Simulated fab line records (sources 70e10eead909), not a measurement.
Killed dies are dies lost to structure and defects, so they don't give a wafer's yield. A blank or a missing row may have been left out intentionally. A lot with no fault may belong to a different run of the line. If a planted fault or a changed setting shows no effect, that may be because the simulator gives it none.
Matching of chambers ; flow nand-harc ; NHARC_P_CONTACT_ETCH_35 on rie-diel-07: 4 sister chambers
The step etches the open film in CF4, target depth 39 nm, time 65 s. 16 wafers are shown with their chamber, then 8 later ones without.

## WAFERS WITH THEIR CHAMBER
wafer;chamber;rf-vpp-V (V);oes-product-au (a.u.);throttle-valve-pct (%)
L076.2;3;151.2;0.992;13.283
L076.3;1;150.3;0.981;13.276
L076.4;0;152.5;0.993;13.293
L082.3;3;151.8;0.999;13.284
L082.4;2;154.3;1.011;13.272
L082.5;3;150.7;0.990;13.304
L085.2;1;150.6;1.001;13.275
L085.3;3;150.9;0.987;13.280
L085.4;0;150.3;1.003;13.282
L086.1;3;151.5;0.996;13.269
L086.4;2;153.6;1.022;13.282
L086.6;3;151.6;1.005;13.282
L088.2;1;148.4;0.996;13.284
L088.3;0;151.6;0.993;13.298
L088.5;3;148.8;0.991;13.269
L091.1;2;152.6;1.000;13.271

SIGNATURES (means of the wafers above)
reading;chamber 0;chamber 1;chamber 2;chamber 3;scatter within a chamber
rf-vpp-V;151.467;149.767;153.500;150.929;1.04
oes-product-au;0.99633;0.99267;1.01100;0.99429;0.00792
throttle-valve-pct;13.29100;13.27833;13.27500;13.28157;0.00951
Rule: for each reading, subtract the chamber's mean from the wafer's reading, divide by that reading's scatter and square the result; add these up over the readings and take the root, which gives the wafer's distance from the chamber. If the next closest chamber is less than 2 further off than the closest, the wafer can't be placed; otherwise it belongs to the closest. How the scatter is found: for the shown wafers, subtract from each reading the mean of its chamber, square and add these, divide the total by (wafers less chambers), then take the root.

## WAFERS WITHOUT THEIR CHAMBER
wafer;rf-vpp-V (V);oes-product-au (a.u.);throttle-valve-pct (%)
L091.3;151.5;0.987;13.291
L091.4;151.7;0.997;13.281
L093.3;152.1;0.991;13.284
L093.5;150.5;0.998;13.288
L093.6;151.9;0.992;13.276
L095.2;151.1;0.994;13.269
L095.5;152.2;0.988;13.288
L095.6;152.2;0.987;13.291

## EACH ONE'S CHAMBER
wafer;from the rows above;in truth
L091.3;can't be placed: 0 or 3 or 1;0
L091.4;can't be placed: 3 or 0 or 1 or 2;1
L093.3;can't be placed: 0 or 3 or 1 or 2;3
L093.5;can't be placed: 3 or 0 or 1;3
L093.6;can't be placed: 3 or 0 or 1 or 2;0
L095.2;can't be placed: 3 or 1 or 0 or 2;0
L095.5;can't be placed: 0 or 3 or 1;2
L095.6;can't be placed: 0 or 3 or 1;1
0 of 8 placed correctly. Unplaceable from these rows: 8, with the true chamber sitting among the candidates in 7. Wrongly placed: 0.
